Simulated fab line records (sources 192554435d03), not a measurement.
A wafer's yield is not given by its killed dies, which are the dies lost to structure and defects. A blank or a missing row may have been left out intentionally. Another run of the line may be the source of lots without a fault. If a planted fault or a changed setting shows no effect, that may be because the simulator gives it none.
What tool caused it? -- flow n5-finfet -- Sampling: 9 lots, 27 wafers, 4 of 1938 route steps

WHAT EACH GAUGE READ, for each wafer
The record lacks any reading of a measuring or inspecting step that a usual standard deviation could be used to judge.

TOOL THAT RAN EACH LOT (tool first, then ch and the chambers of the sampled wafers, then the start)
lot,N5_BEOL_M8_ETCH_61,N5_BEOL_M8_VIA_ETCH_34,N5_BEOL_M8_STRIP_36,N5_BEOL_M8_CURE_75
L377,"rie-diel-04 ch 0,1,2, day 9 19:27","rie-diel-04 ch 0,2,3, day 9 22:46","rie-diel-04 ch 0,2,3, day 9 22:49","uv-cure-02 ch 2, day 9 23:13"
L380,"rie-diel-02 ch 0,1,2, day 10 20:34","rie-diel-01 ch 0,1, day 10 22:40","rie-diel-01 ch 0,1, day 10 22:43","uv-cure-02 ch 2, day 10 23:10"
L381,"rie-diel-04 ch 0,1,2, day 11 05:51","rie-diel-02 ch 0,1,3, day 11 09:58","rie-diel-02 ch 0,1,3, day 11 10:01","uv-cure-03 ch 2, day 11 10:25"
L382,"rie-diel-04 ch 0,2, day 11 22:04","rie-diel-02 ch 1,2,3, day 12 01:07","rie-diel-02 ch 1,2,3, day 12 01:10","uv-cure-03 ch 1, day 12 01:37"
L388,"rie-diel-02 ch 0,2,3, day 13 03:06","rie-diel-02 ch 0,1,3, day 13 06:43","rie-diel-02 ch 0,1,3, day 13 06:46","uv-cure-03 ch 2, day 13 07:09"
L390,"rie-diel-01 ch 0,1, day 13 22:41","rie-diel-02 ch 0,1,3, day 14 00:07","rie-diel-02 ch 0,1,3, day 14 00:10","uv-cure-01 ch 2, day 14 00:50"
L393,"rie-diel-02 ch 0,1,2, day 14 02:24","rie-diel-01 ch 2,3, day 14 05:07","rie-diel-01 ch 2,3, day 14 05:10","uv-cure-03 ch 2, day 14 05:46"
L397,"rie-diel-01 ch 0,1,3, day 15 06:33","rie-diel-01 ch 2,3, day 15 08:38","rie-diel-01 ch 2,3, day 15 08:41","uv-cure-03 ch 1, day 15 09:11"
L391,"rie-diel-02 ch 0,1,2, day 15 19:38","rie-diel-01 ch 0,2,3, day 15 20:47","rie-diel-01 ch 0,2,3, day 15 20:50","uv-cure-03 ch 0, day 15 21:26"
- N5_BEOL_M8_ETCH_61: etches SiARC in CF4, target depth 45.5 nm, time 75.8 s.
- N5_BEOL_M8_VIA_ETCH_34: etches SiCOH lowk in C4F6/O2, target depth 125.5 nm, time 50.5 s.
- N5_BEOL_M8_STRIP_36: strips in N2/H2.
- N5_BEOL_M8_CURE_75: cures SiCOH lowk, time 120 s.

WHAT THE TOOLS THEMSELVES READ (means of the sampled wafers that have a number; where no wafer has one, the mark that the record gives instead)
N5_BEOL_M8_ETCH_61. Usual: bias-w 35.98 W, standard deviation 0.1; cf4-flow-sccm 99.99 sccm, standard deviation 0.29; drypump-motor-current-A 5.8 A, standard deviation 0.43; etch-rf-on-time-s 75.9 s, standard deviation 1.7; mfc-ar-sccm 100.0 sccm, standard deviation 0.32; oes-product-au 0.66 a.u., standard deviation 0.068; rf-vpp-V 184.1 V, standard deviation 0.94; showerhead-plenum-p-Torr 2.15 Torr, standard deviation 0.048; throttle-valve-pct 15.71 %, standard deviation 0.19.
lot,tool,bias-w (W),cf4-flow-sccm (sccm),drypump-motor-current-A (A),etch-rf-on-time-s (s),mfc-ar-sccm (sccm),oes-product-au (a.u.),rf-vpp-V (V),showerhead-plenum-p-Torr (Torr),throttle-valve-pct (%),flag
L377,rie-diel-04,36.03,100.20,5.6,75.0,99.9,0.65,184.2,2.14,15.56,
L380,rie-diel-02,36.09,99.85,6.2,75.4,100.1,0.67,184.6,2.18,15.80,
L381,rie-diel-04,35.84,100.07,5.6,75.0,99.6,0.64,183.5,2.14,15.59,
L382,rie-diel-04,35.89,100.24,5.8,76.2,99.7,0.63,184.2,2.13,15.48,
L388,rie-diel-02,35.93,100.20,6.0,77.4,99.6,0.63,183.6,2.18,15.79,
L390,rie-diel-01,35.88,99.67,6.0,78.1,99.9,0.62,183.8,2.07,15.64,
L393,rie-diel-02,35.97,99.60,6.2,76.6,100.1,0.64,183.7,2.17,15.86,
L397,rie-diel-01,36.00,100.31,6.3,76.5,100.2,0.68,184.1,2.13,15.65,
L391,rie-diel-02,36.01,99.96,6.2,75.8,100.1,0.64,183.5,2.17,15.89,

N5_BEOL_M8_VIA_ETCH_34. Usual: bias-w 185.0 W, standard deviation 0.6; drypump-motor-current-A 5.8 A, standard deviation 0.45; mfc-ar-sccm 299.9 sccm, standard deviation 0.97; oes_o_777_au 0.78 a.u., standard deviation 0.091; oes-product-au 0.78 a.u., standard deviation 0.088; rf-vpp-V 662 V, standard deviation 10; showerhead-plenum-p-Torr 2.86 Torr, standard deviation 0.071; throttle-valve-pct 21.02 %, standard deviation 0.22.
lot,tool,bias-w (W),drypump-motor-current-A (A),mfc-ar-sccm (sccm),oes_o_777_au (a.u.),oes-product-au (a.u.),rf-vpp-V (V),showerhead-plenum-p-Torr (Torr),throttle-valve-pct (%),flag
L377,rie-diel-04,185.5,5.6,300.4,0.82,0.82,662,2.87,20.87,
L380,rie-diel-01,185.5,6.0,299.7,0.75,0.75,660,2.76,20.83,
L381,rie-diel-02,184.7,5.7,298.8,0.78,0.76,658,2.87,21.02,
L382,rie-diel-02,185.3,5.9,299.8,0.73,0.72,659,2.89,21.19,
L388,rie-diel-02,168.1,5.7,300.4,0.76,0.73,608,2.86,21.03,OFF
L390,rie-diel-02,167.8,5.7,301.5,0.75,0.72,608,2.86,21.05,OFF
L393,rie-diel-01,185.4,6.0,300.0,0.80,0.80,668,2.78,20.94,
L397,rie-diel-01,184.2,6.3,299.8,0.86,0.86,672,2.84,20.94,
L391,rie-diel-01,185.1,6.1,299.4,0.77,0.78,664,2.77,20.91,

N5_BEOL_M8_STRIP_36. Usual: for bias-power-w, 7.003 W with a standard deviation of 0.019; for drypump-motor-current-A, 5.8 A with a standard deviation of 0.45; for oes-product-au, 0.78 a.u. with a standard deviation of 0.085; for power-w, 450.1 W with a standard deviation of 1.4; for rf-vpp-V, 59.1 V with a standard deviation of 1.5; for showerhead-plenum-p-Torr, 2.53 Torr with a standard deviation of 0.054; for throttle-valve-pct, 23.63 % with a standard deviation of 0.3.
lot,tool,bias-power-w (W),drypump-motor-current-A (A),oes-product-au (a.u.),power-w (W),rf-vpp-V (V),showerhead-plenum-p-Torr (Torr),throttle-valve-pct (%),flag
L377,rie-diel-04,6.986,5.6,0.83,450.4,59.0,2.55,23.44,
L380,rie-diel-01,7.028,6.0,0.77,451.0,58.5,2.47,23.84,
L381,rie-diel-02,7.003,5.7,0.77,450.6,59.1,2.53,23.37,
L382,rie-diel-02,6.986,5.9,0.72,450.1,59.5,2.54,23.60,
L388,rie-diel-02,7.007,5.8,0.75,450.8,58.3,2.53,23.39,
L390,rie-diel-02,6.998,5.7,0.75,449.8,59.4,2.52,23.40,
L393,rie-diel-01,7.000,5.9,0.80,449.8,58.4,2.49,23.82,
L397,rie-diel-01,7.007,6.3,0.86,451.0,60.8,2.52,23.59,
L391,rie-diel-01,6.998,6.1,0.78,449.8,58.6,2.47,23.75,

N5_BEOL_M8_CURE_75. Usual: lamp-power-pct 52.32 %, standard deviation 0.052; wafer_temp_C_max 371.6, standard deviation 0.55.
lot,tool,lamp-power-pct (%),wafer_temp_C_max,flag
L377,uv-cure-02,52.33,372.1,
L380,uv-cure-02,52.30,371.6,
L381,uv-cure-03,52.33,371.7,
L382,uv-cure-03,52.30,371.5,
L388,uv-cure-03,52.32,371.5,
L390,uv-cure-01,52.29,372.2,
L393,uv-cure-03,52.32,371.6,
L397,uv-cure-03,52.34,371.3,
L391,uv-cure-03,52.34,371.1,

THE ANSWER, worked out from the rows above alone
Rule: take the mean of a lot's wafers that have a number; if it is more than 3 standard deviations from the usual mean, the lot is off. A lot without any number at a reading at which 4 lots or more have one is off too. Any other lot the step has rows for is counted as sound. The gauges are gone through in route order, then the tools' own readings, and for those a lot's mean is taken as printed above. The first step at which some lot is off is used, and at that step the reading that is off furthest; a lot without a number counts as furthest.
Off: L388, L390 (N5_BEOL_M8_VIA_ETCH_34, bias-w).
A tool fits if, at that step or a process step before it, it ran every lot that is off, and no sound lot after the first of them. One fits: rie-diel-02 at N5_BEOL_M8_VIA_ETCH_34. A fault onset in the window from L382 (day 12 01:07, its last sound lot) to L388 (day 13 06:43, its first lot off) fits.
The tool's own readings at N5_BEOL_M8_VIA_ETCH_34 bear it out: on the lots that are off they differ by more than 5 times the standard deviation of the sound lots' means. bias-w reads 167.9 W there against 185.1 W on the sound lots; rf-vpp-V reads 608 V there against 663 V on the sound lots.

WHAT THE SIMULATOR PUT IN
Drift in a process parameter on rie-diel-02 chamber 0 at N5_BEOL_M8_VIA_ETCH_34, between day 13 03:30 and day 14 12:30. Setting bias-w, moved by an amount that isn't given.
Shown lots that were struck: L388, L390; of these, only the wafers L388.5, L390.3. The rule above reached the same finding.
